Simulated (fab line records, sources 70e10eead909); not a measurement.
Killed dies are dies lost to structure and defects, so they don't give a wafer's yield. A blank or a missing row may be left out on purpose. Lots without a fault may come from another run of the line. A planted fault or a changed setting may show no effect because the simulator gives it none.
Problem report in the 8D (eight disciplines) form, filled by code | flow nand_harc | the parts of the form that need people (team, actions taken, sign-off) are left out

1. THE PROBLEM
killed_at_array at NHARC_END_SORT_01 reads a mean of 673 on 2 wafers of 2 lots; wafers without a fault read 28 with a standard deviation of 10. That is +64 standard deviations from the usual mean.
First seen on wafer L877.4, day 22 03:43, on prober-01. The record holds 2 wafers of 2 lots with a number at this step. Rule for "out", or "out of limits": more than 4 standard deviations from the usual mean. The other wafers with a number count as sound.

2. WHAT IT IS AND WHAT IT IS NOT
question                    | is                           | is not
which readings at this step | killed_at_array, killed_dies | killed_at_other, killed_at_periphery, killed_open, killed_short
which lots                  | L877, L881                   | -
which wafers of those lots  | all that have a number       | -
read on which gauges        | prober-01                    | -
when                        | from day 22 03:43            | up to then (0 sound wafers)

3. SUSPECTS, AND WHAT RULES EACH OUT
Counting: a tool at a process step up to the reading stays a suspect if it ran every lot that is out and no sound lot after the first of them.
- the gauge at NHARC_END_SORT_01: ruled out. All the wafers that are out were read on prober-01, but those of them that NHARC_A_CONTACT_ETCH_51 has rows for are out there too, on other tools.
- rie_diel-04 at NHARC_A_CONTACT_DESCUM_47 (chemistry O2, time 3 s): kept. It ran every lot that is out, first L877 (day 18 14:59), and no sound lot after that.
- rie_diel-04 at NHARC_A_CONTACT_ETCH_48 (etches the open film in CF4, target depth 39 nm, time 65 s): kept. It ran every lot that is out, first L877 (day 18 15:04), and no sound lot after that.
- rie_diel-04 at NHARC_A_CONTACT_ETCH_49 (etches the open film in N2/H2, target depth 260 nm, time 475.3 s): kept. It ran every lot that is out, first L877 (day 18 15:35), and no sound lot after that. NHARC_A_CONTACT_ETCH_49 gives no start for some lots, so the hours and the order of its lots are those of NHARC_A_CONTACT_ETCH_51.
- rie_diel-04 at NHARC_A_CONTACT_ETCH_50 (etches the open film in CF4/CHF3, target depth 84.7 nm, time 42.4 s): kept. It ran every lot that is out, first L877 (day 18 15:35), and no sound lot after that. NHARC_A_CONTACT_ETCH_50 gives no start for some lots, so the hours and the order of its lots are those of NHARC_A_CONTACT_ETCH_51.
- rie_diel-04 at NHARC_A_CONTACT_ETCH_51 (etches the open film in O2/COS, target depth 3600 nm, time 936 s): kept. It ran every lot that is out, first L877 (day 18 15:35), and no sound lot after that. Its own readings are out on those wafers: run_length_s.
Left after counting: rie_diel-04 at NHARC_A_CONTACT_DESCUM_47, rie_diel-04 at NHARC_A_CONTACT_ETCH_48, rie_diel-04 at NHARC_A_CONTACT_ETCH_49, rie_diel-04 at NHARC_A_CONTACT_ETCH_50, rie_diel-04 at NHARC_A_CONTACT_ETCH_51.

4. THE CAUSE (what the simulator had put in)
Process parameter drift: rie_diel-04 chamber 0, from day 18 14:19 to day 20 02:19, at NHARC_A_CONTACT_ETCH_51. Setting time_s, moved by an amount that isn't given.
Counting left 5 suspects, and this tool is among them.

5. THE CHAIN OF EFFECTS, in route order
Each row: a reading whose mean over the struck wafers that have a number lies more than 3 standard deviations from the usual. Only readings for which the record gives a usual standard deviation are gone through. hours: the time from each lot's start at the first step in this table that gives one to its start at this step, as a median over the lots. sigmas: the change in usual standard deviations.
hours | step                    | reading         | usual   | on struck wafers | change | sigmas
0     | NHARC_A_CONTACT_ETCH_51 | run_length_s    | 957.3 s | 674.0            | -283.3 | -99 or more
76    | NHARC_END_SORT_01       | killed_at_array | 28      | 673              | +645   | +64
76    | NHARC_END_SORT_01       | killed_dies     | 32      | 677              | +645   | +64
The process steps in it:
- NHARC_A_CONTACT_ETCH_51: etches the open film in O2/COS, target depth 3600 nm, time 936 s.

6. WHAT WOULD HAVE CAUGHT IT SOONER
In this record the first reading out of limits at a measuring or inspecting step was taken at day 22 03:43, 85 hours after the fault began at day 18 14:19.
The tool's own readings at NHARC_A_CONTACT_ETCH_51 were out on every struck wafer that the step has a row for (run_length_s): an alarm limit on them would have fired on the first of those.
All the lots that are out (2) had begun NHARC_A_CONTACT_ETCH_51 on rie_diel-04 by day 22 03:43. A hold on the tool at that time would have spared none of them.
